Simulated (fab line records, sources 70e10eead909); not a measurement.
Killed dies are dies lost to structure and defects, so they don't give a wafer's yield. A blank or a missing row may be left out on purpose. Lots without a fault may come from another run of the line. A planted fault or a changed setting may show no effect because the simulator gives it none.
Which tool did it? | flow nand_harc | 24 lots, 72 wafers sampled, at 3 steps of a route of 1159

WHAT THE GAUGES READ, wafer by wafer
NHARC_P_CONTACT_INSPECT_27.
lot  | measured     | on                | raw_defect_count
L074 | day 6 05:49  | defect_inspect-01 | 319 148 155
L075 | day 6 06:22  | defect_inspect-02 | 344 310 434
L076 | day 6 12:29  | defect_inspect-02 | 148 243 251
L077 | day 6 13:53  | defect_inspect-01 | 230 235 236
L078 | day 6 14:02  | defect_inspect-02 | 410 232 180
L079 | day 7 04:19  | defect_inspect-02 | 677 263 329
L081 | day 7 15:05  | defect_inspect-02 | 385 196 596
L080 | day 7 15:34  | defect_inspect-02 | 350 163 498
L083 | day 8 00:14  | defect_inspect-02 | 258 238 215
L082 | day 8 03:33  | defect_inspect-01 | 372 465 567
L084 | day 8 04:04  | defect_inspect-01 | 232 306 260
L086 | day 9 00:51  | defect_inspect-01 | 216 318 299
L087 | day 9 01:08  | defect_inspect-01 | 389 562 279
L085 | day 9 01:23  | defect_inspect-02 | 261 229 308
L088 | day 9 04:30  | defect_inspect-01 | 243 243 138
L090 | day 9 19:16  | defect_inspect-01 | 313 348 221
L089 | day 9 19:49  | defect_inspect-02 | 214 236 235
L091 | day 10 02:28 | defect_inspect-01 | 322 218 258
L092 | day 10 05:01 | defect_inspect-01 | 462 242 367
L093 | day 10 14:16 | defect_inspect-01 | 167 266 131
L094 | day 10 19:25 | defect_inspect-02 | 165 272 181
L095 | day 10 19:57 | defect_inspect-02 | 256 272 422
L096 | day 11 01:20 | defect_inspect-01 | 319 510 408
L097 | day 11 12:06 | defect_inspect-01 | 179 447 321

WHICH TOOL RAN EACH LOT (tool, then ch and the chambers of the sampled wafers, then the start)
lot  | NHARC_P_GATE_DESCUM_93             | NHARC_P_CONTACT_DEP_30
L074 | rie_diel-02 ch 0,2,3, day 5 14:37  | pecvd-04 ch 0,1,2, day 5 19:00
L075 | rie_diel-08 ch 0,2,3, day 5 15:04  | pecvd-01 ch 0,1,2, day 5 19:45
L076 | rie_diel-05 ch 0,3, day 5 22:35    | pecvd-01 ch 0,1, day 6 01:58
L077 | rie_diel-08 ch 0,1,2, day 6 01:40  | pecvd-04 ch 0,1,2, day 6 04:47
L078 | rie_diel-08 ch 1,2, day 6 02:02    | pecvd-01 ch 0,2, day 6 05:00
L079 | rie_diel-05 ch 0,2, day 6 16:51    | pecvd-01 ch 0,1,2, day 6 21:02
L081 | rie_diel-05 ch 0,2,3, day 7 03:07  | pecvd-01 ch 0,1,2, day 7 06:16
L080 | rie_diel-02 ch 2,3, day 7 04:02    | pecvd-03 ch 0,2, day 7 07:05
L083 | rie_diel-05 ch 0,1,3, day 7 13:54  | pecvd-01 ch 0,1, day 7 16:52
L082 | rie_diel-08 ch 0,2, day 7 18:41    | pecvd-04 ch 0,1, day 7 21:44
L084 | rie_diel-08 ch 0,2,3, day 7 20:11  | pecvd-01 ch 0,1,2, day 7 23:14
L086 | rie_diel-05 ch 0,3, day 8 12:35    | pecvd-03 ch 0,1,2, day 8 15:55
L087 | rie_diel-08 ch 0,1, day 8 13:00    | pecvd-04 ch 0,1,2, day 8 16:04
L085 | rie_diel-02 ch 1,3, day 8 13:22    | pecvd-03 ch 0,1,2, day 8 16:25
L088 | rie_diel-08 ch 0,1, day 8 18:42    | pecvd-04 ch 0,1,2, day 8 21:47
L090 | rie_diel-08 ch 1,3, day 9 09:09    | pecvd-03 ch 0,2, day 9 12:19
L089 | rie_diel-02 ch 1,2, day 9 09:38    | pecvd-03 ch 0,1,2, day 9 12:46
L091 | rie_diel-05 ch 0,2,3, day 9 16:16  | pecvd-01 ch 0,1,2, day 9 19:18
L092 | rie_diel-02 ch 1,2, day 9 20:55    | pecvd-01 ch 0,2, day 9 23:55
L093 | rie_diel-05 ch 1,3, day 10 03:53   | pecvd-03 ch 0,1,2, day 10 07:08
L094 | rie_diel-05 ch 0,1,3, day 10 11:24 | pecvd-01 ch 0,1,2, day 10 14:29
L095 | rie_diel-05 ch 1,2, day 10 11:52   | pecvd-03 ch 1,2, day 10 15:10
L096 | rie_diel-08 ch 0,1, day 10 16:54   | pecvd-03 ch 0,1,2, day 10 19:56
L097 | rie_diel-02 ch 0,1,2, day 11 04:11 | pecvd-04 ch 0,2, day 11 07:17
- NHARC_P_GATE_DESCUM_93: chemistry O2, time 3 s.
- NHARC_P_CONTACT_DEP_30: deposits SiNx, target thk 30 nm.

WHAT THE TOOLS THEMSELVES READ (means of the sampled wafers that have a number; where no wafer has one, the mark that the record gives instead)
NHARC_P_GATE_DESCUM_93.
lot  | tool        | drypump_motor_current_A (A) | oes_product_au (a.u.) | rf_vpp_V (V) | showerhead_plenum_p_Torr (Torr) | throttle_valve_pct (%)
L074 | rie_diel-02 | 5.7                         | 1.012                 | 58.3         | 1.91                            | 11.304
L075 | rie_diel-08 | 5.8                         | 0.994                 | 58.2         | 1.93                            | 11.315
L076 | rie_diel-05 | 5.8                         | 0.997                 | 57.7         | 1.96                            | 11.311
L077 | rie_diel-08 | 5.7                         | 1.000                 | 57.4         | 1.90                            | 11.319
L078 | rie_diel-08 | 5.6                         | 1.006                 | 58.3         | 1.95                            | 11.312
L079 | rie_diel-05 | 6.0                         | 0.986                 | 57.7         | 1.92                            | 11.317
L081 | rie_diel-05 | 5.9                         | 0.999                 | 57.8         | 1.93                            | 11.306
L080 | rie_diel-02 | 6.0                         | 1.014                 | 57.8         | 1.88                            | 11.305
L083 | rie_diel-05 | 5.8                         | 1.000                 | 58.4         | 1.93                            | 11.314
L082 | rie_diel-08 | 6.0                         | 0.999                 | 57.3         | 1.93                            | 11.307
L084 | rie_diel-08 | 5.8                         | 0.997                 | 57.9         | 1.93                            | 11.305
L086 | rie_diel-05 | 5.9                         | 0.999                 | 57.7         | 1.95                            | 11.315
L087 | rie_diel-08 | 5.4                         | 1.001                 | 56.5         | 1.85                            | 11.304
L085 | rie_diel-02 | 6.1                         | 1.015                 | 57.3         | 1.95                            | 11.305
L088 | rie_diel-08 | 5.4                         | 1.002                 | 57.7         | 1.85                            | 11.315
L090 | rie_diel-08 | 5.1                         | 0.999                 | 57.8         | 1.91                            | 11.314
L089 | rie_diel-02 | 5.9                         | 1.000                 | 58.1         | 1.89                            | 11.315
L091 | rie_diel-05 | 5.9                         | 0.990                 | 57.4         | 1.92                            | 11.313
L092 | rie_diel-02 | 6.0                         | 0.990                 | 58.2         | 1.94                            | 11.306
L093 | rie_diel-05 | 5.7                         | 1.017                 | 57.5         | 1.93                            | 11.319
L094 | rie_diel-05 | 5.8                         | 1.011                 | 57.5         | 1.92                            | 11.307
L095 | rie_diel-05 | 5.9                         | 0.999                 | 58.3         | 1.87                            | 11.318
L096 | rie_diel-08 | 5.8                         | 0.993                 | 57.1         | 1.83                            | 11.307
L097 | rie_diel-02 | 5.7                         | 1.000                 | 58.1         | 1.92                            | 11.310

NHARC_P_CONTACT_DEP_30.
lot  | tool     | heater_power_w (W)
L074 | pecvd-04 | 573
L075 | pecvd-01 | 693
L076 | pecvd-01 | 662
L077 | pecvd-04 | 641
L078 | pecvd-01 | 682
L079 | pecvd-01 | 683
L081 | pecvd-01 | 696
L080 | pecvd-03 | 762
L083 | pecvd-01 | 785
L082 | pecvd-04 | 549
L084 | pecvd-01 | 633
L086 | pecvd-03 | 717
L087 | pecvd-04 | 613
L085 | pecvd-03 | 733
L088 | pecvd-04 | 662
L090 | pecvd-03 | 669
L089 | pecvd-03 | 755
L091 | pecvd-01 | 649
L092 | pecvd-01 | 625
L093 | pecvd-03 | 697
L094 | pecvd-01 | 628
L095 | pecvd-03 | 759
L096 | pecvd-03 | 735
L097 | pecvd-04 | 631

THE ANSWER, worked out from the rows above alone
Rule: what is usual is taken from the lots themselves. Put in order of their means at a reading, lots are off if they are a third of the lots or fewer, leave a main group of 4 or more, and stand apart from it by a gap of 3 or more times the standard deviation of the main group's means; of several such gaps the widest counts. A main group whose means are all the same, to the digits that the tables above print for the reading, isn't used. A lot without any number at a reading at which 4 lots or more have one is off too. The other lots that the step has rows for count as sound. The gauges are gone through in route order, then the tools' own readings, and for those a lot's mean is taken as printed above. The first step at which some lot is off is used, and at that step the reading that is off furthest; a lot without a number counts as furthest.
No lot is off at any reading shown: from this, nothing can be told.

WHAT THE SIMULATOR HAD PUT IN
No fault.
